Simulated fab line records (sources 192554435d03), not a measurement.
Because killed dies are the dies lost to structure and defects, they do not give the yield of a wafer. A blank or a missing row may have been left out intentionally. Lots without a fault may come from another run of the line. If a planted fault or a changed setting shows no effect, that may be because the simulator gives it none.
Matching of chambers    flow n5_finfet    N5_BEOL_M5_DEP_56 on pecvd-01 has 3 sister chambers
The step deposits SiCN from 3MS/NH3, target thk 8 nm, time 14 s. 3 wafers are shown with their chamber, then 12 later ones without.

## EACH WAFER AND ITS CHAMBER
wafer   chamber  throttle_valve_pct (%)
L087.1  1        9.3
L087.2  0        8.2
L087.3  2        9.1

## WAFERS MISSING THEIR CHAMBER
wafer   throttle_valve_pct (%)
L087.4  9.1
L087.5  8.5
L087.6  9.4
L092.2  9.2
L092.5  8.8
L092.6  9.3
L095.2  8.5
L095.3  9.3
L095.6  9.1
L096.4  8.9
L096.5  8.4
L096.6  9.3

## WHICH CHAMBER EACH WENT THROUGH
wafer   from the rows above           in truth
L087.4  can't be placed: 2 or 1       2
L087.5  can't be placed: 0 or 2       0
L087.6  can't be placed: 1 or 2       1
L092.2  can't be placed: 2 or 1       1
L092.5  can't be placed: 2 or 1 or 0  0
L092.6  can't be placed: 1 or 2       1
L095.2  can't be placed: 0 or 2       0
L095.3  can't be placed: 1 or 2       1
L095.6  can't be placed: 2 or 1       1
L096.4  can't be placed: 2 or 1       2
L096.5  0                             0
L096.6  can't be placed: 1 or 2       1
Placed correctly: 1 of 12. Can't be placed from these rows: 11 (the true chamber is among the candidates in 11). Number placed wrongly: 0.
How it was worked out, from the rows above alone: a wafer's distance from a chamber is the root of the sum, over the readings, of the square of ((its reading less the chamber's mean) divided by the reading's scatter). The wafer belongs to the nearest chamber; if the next one is less than 2 further off, it can't be placed. Each chamber's mean is taken over the wafers shown for it. The scatter: with one shown wafer a chamber, the root of the mean of the squares of how far each hidden wafer lies from its nearest shown one.
